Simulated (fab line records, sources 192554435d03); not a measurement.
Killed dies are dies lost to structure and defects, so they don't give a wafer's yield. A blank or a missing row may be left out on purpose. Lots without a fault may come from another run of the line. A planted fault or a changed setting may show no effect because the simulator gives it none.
Chamber matching | flow n5_finfet | N5_PMOS_HMC_CHANNEL_EPI_STRIP_33 on rie_diel-02: 3 sister chambers
The step strips in N2/H2. 16 wafers are shown with their chamber, then 6 later ones without.

WAFERS WITH THEIR CHAMBER
wafer  | chamber | showerhead_plenum_p_Torr (Torr) | drypump_motor_current_A (A) | throttle_valve_pct (%)
L077.1 | 0       | 3.48                            | 6.1                         | 19.05
L077.4 | 3       | 3.44                            | 5.3                         | 19.79
L077.5 | 3       | 3.44                            | 5.2                         | 19.77
L079.1 | 0       | 3.48                            | 6.2                         | 19.11
L079.4 | 2       | 3.26                            | 5.3                         | 18.74
L079.6 | 2       | 3.26                            | 5.3                         | 18.74
L083.2 | 0       | 3.47                            | 6.1                         | 19.09
L083.4 | 2       | 3.26                            | 5.3                         | 18.75
L083.6 | 3       | 3.44                            | 5.3                         | 19.41
L086.1 | 0       | 3.47                            | 6.1                         | 19.14
L086.5 | 2       | 3.25                            | 5.3                         | 18.75
L086.6 | 0       | 3.47                            | 6.1                         | 19.10
L087.1 | 0       | 3.47                            | 6.1                         | 19.13
L087.2 | 2       | 3.25                            | 5.3                         | 18.76
L087.5 | 3       | 3.43                            | 5.2                         | 19.44
L088.1 | 3       | 3.43                            | 5.3                         | 19.44

SIGNATURES (means of the wafers above)
reading                  | chamber 0 | chamber 2 | chamber 3 | scatter within a chamber
showerhead_plenum_p_Torr | 3.4733    | 3.2560    | 3.4360    | 0.00536
drypump_motor_current_A  | 6.117     | 5.300     | 5.260     | 0.0395
throttle_valve_pct       | 19.1033   | 18.7480   | 19.5700   | 0.109
Rule: a wafer's distance from a chamber is the root of the sum, over the readings, of the square of ((its reading less the chamber's mean) divided by the reading's scatter). The wafer belongs to the nearest chamber; if the next one is less than 2 further off, it can't be placed. The scatter: the root of (the sum of the squares of (reading less its chamber's mean) over the shown wafers, divided by (wafers less chambers)).

WAFERS WITHOUT THEIR CHAMBER
wafer  | showerhead_plenum_p_Torr (Torr) | drypump_motor_current_A (A) | throttle_valve_pct (%)
L088.3 | 3.25                            | 5.3                         | 18.75
L096.2 | 3.24                            | 5.3                         | 18.78
L096.4 | 3.42                            | 5.3                         | 19.45
L096.5 | 3.24                            | 5.3                         | 18.79
L097.2 | 3.42                            | 5.3                         | 19.45
L097.3 | 3.24                            | 5.3                         | 18.82

WHICH CHAMBER EACH WENT THROUGH
wafer  | from the rows above | in truth
L088.3 | 2                   | 2
L096.2 | 2                   | 2
L096.4 | 3                   | 3
L096.5 | 2                   | 2
L097.2 | 3                   | 3
L097.3 | 2                   | 2
Placed correctly: 6 of 6. Can't be placed from these rows: 0. Placed wrongly: 0.
